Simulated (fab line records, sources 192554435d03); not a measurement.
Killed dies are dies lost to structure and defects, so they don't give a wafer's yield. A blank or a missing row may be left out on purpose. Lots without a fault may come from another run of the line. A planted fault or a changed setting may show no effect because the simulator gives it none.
Split-lot experiment | flow n5_finfet | 7 lots, 21 wafers read, on a route of 1938 steps

THE SPLIT
At N5_BEOL_M5_HM_DEP_02 (deposits TiN, target thk 20 nm), the setting target_thk_a was moved away from the recipe's 200 angstrom on 7 of the 21 wafers read, by -8.2% to +9.6%. The other wafers ran this setting at the recipe's value.

FROM THE SPLIT TO THE READING: what the file shows between them, 8 steps
- N5_BEOL_M5_COAT_59: time 60 s, resist thk 60 nm
- N5_BEOL_M5_COAT_60: time 60 s, resist thk 12 nm
- N5_BEOL_M5_STRIP_73: strips in N2/H2
- N5_BEOL_M5_STRIP_64: strips in CF4
- N5_BEOL_M5_HM_OPEN_17: chemistry Cl2/BCl3, target TiN, target depth 20 nm, overetch 6 nm
- N5_BEOL_M5_STRIP_19: strips in O2
- N5_BEOL_M5_STRIP_85: strips in C4F6/O2
- N5_BEOL_M5_STRIP_36: strips in N2/H2

THE READING
TiN_of_BEOL_M5_HM_DEP_02.thk_nm (the simulator's own value, which no gauge read), in nm, at N5_BEOL_M5_TRENCH_ETCH_37 (etches SiCOH lowk in C4F6/O2, target depth 71.652 nm, time 24.7 s). The file gives no usual value for it. The 14 wafers here that ran the recipe average 17.9 nm, standard deviation 0.28 nm.

wafer  | tool, chamber at the split | target_thk_a as run, angstrom | against the recipe | TiN_of_BEOL_M5_HM_DEP_02.thk_nm, nm | against lot-mates on the recipe
L075.1 | pvd_sputter-01, -          | 200                           | recipe             | 18.4                                | -
L075.3 | pvd_sputter-01, -          | 200                           | recipe             | 17.8                                | -
L075.6 | pvd_sputter-01, -          | 200                           | recipe             | 17.8                                | -
L076.2 | pvd_sputter-02, -          | 215.1                         | +7.5%              | 19.8                                | +1.4
L076.3 | pvd_sputter-02, -          | 215.1                         | +7.5%              | 19.4                                | +1.0
L076.6 | pvd_sputter-02, -          | 200                           | recipe             | 18.4                                | -
L079.2 | pvd_sputter-02, -          | 200                           | recipe             | 17.4                                | -
L079.3 | pvd_sputter-02, -          | 200                           | recipe             | 18                                  | -
L079.4 | pvd_sputter-02, -          | 200                           | recipe             | 17.8                                | -
L083.1 | pvd_sputter-01, -          | 200                           | recipe             | 18                                  | -
L083.3 | pvd_sputter-01, -          | 200                           | recipe             | 18                                  | -
L083.5 | pvd_sputter-01, -          | 212.8                         | +6.4%              | 19.2                                | +1.2
L091.3 | pvd_sputter-02, -          | 216.6                         | +8.3%              | 19.2                                | +1.5
L091.4 | pvd_sputter-02, -          | 200                           | recipe             | 17.8                                | -
L091.5 | pvd_sputter-02, -          | 200                           | recipe             | 17.6                                | -
L092.4 | pvd_sputter-02, -          | 200                           | recipe             | 17.6                                | -
L092.5 | pvd_sputter-02, -          | 200                           | recipe             | 17.6                                | -
L092.6 | pvd_sputter-02, -          | 219.2                         | +9.6%              | 19.4                                | +1.8
L094.2 | pvd_sputter-02, -          | 183.6                         | -8.2%              | 16.6                                | -1.4
L094.3 | pvd_sputter-02, -          | 183.6                         | -8.2%              | 16.2                                | -1.8
L094.4 | pvd_sputter-02, -          | 200                           | recipe             | 18                                  | -

THE FIT
A straight line over all 21 wafers: TiN_of_BEOL_M5_HM_DEP_02.thk_nm changes by +0.186 nm for each +1% of target_thk_a; r = +0.95; the points scatter about the line by 0.29 nm.
The same after taking each lot's own level away (the mean of its wafers on the recipe; 21 wafers): +0.183 nm for each +1%; r = +0.98; scatter 0.19 nm.
On that fit, the largest move of target_thk_a shifts the reading by 1.8 nm.
The lots' own levels span 17.60 to 18.40 nm, that is 2.9 times the standard deviation above.
So the lot-to-lot level changes the slope little: the two slopes agree.
Check: with one of the wafers moved furthest among these (+9.6%) left out of the fit, the line predicts +1.71 nm for it against its lot-mates. It came out at +1.8 nm against them.

THE WHOLE CHAIN: every reading that the file lists as answering this split, in the file's order
step                      | what it does                                                      | reading                                                                          | change (the file's fit)               | r (the file's)
N5_BEOL_M5_HM_DEP_02      | deposits TiN, target thk 20 nm                                    | TiN_of_BEOL_M5_HM_DEP_02.thk_nm (the simulator's own value, which no gauge read) | +0.191 nm for each +1% of the setting | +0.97
N5_BEOL_M5_HM_OPEN_17     | chemistry Cl2/BCl3, target TiN, target depth 20 nm, overetch 6 nm | etch.depth_nm (the simulator's own value, which no gauge read)                   | +0.184 nm for each +1% of the setting | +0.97
N5_BEOL_M5_TRENCH_ETCH_37 | etches SiCOH lowk in C4F6/O2, target depth 71.652 nm, time 24.7 s | TiN_of_BEOL_M5_HM_DEP_02.thk_nm (the simulator's own value, which no gauge read) | +0.183 nm for each +1% of the setting | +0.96

THE FILE'S OWN FIT
TiN_of_BEOL_M5_HM_DEP_02.thk_nm changes by +0.183 nm for each +1% of target_thk_a, r = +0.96.
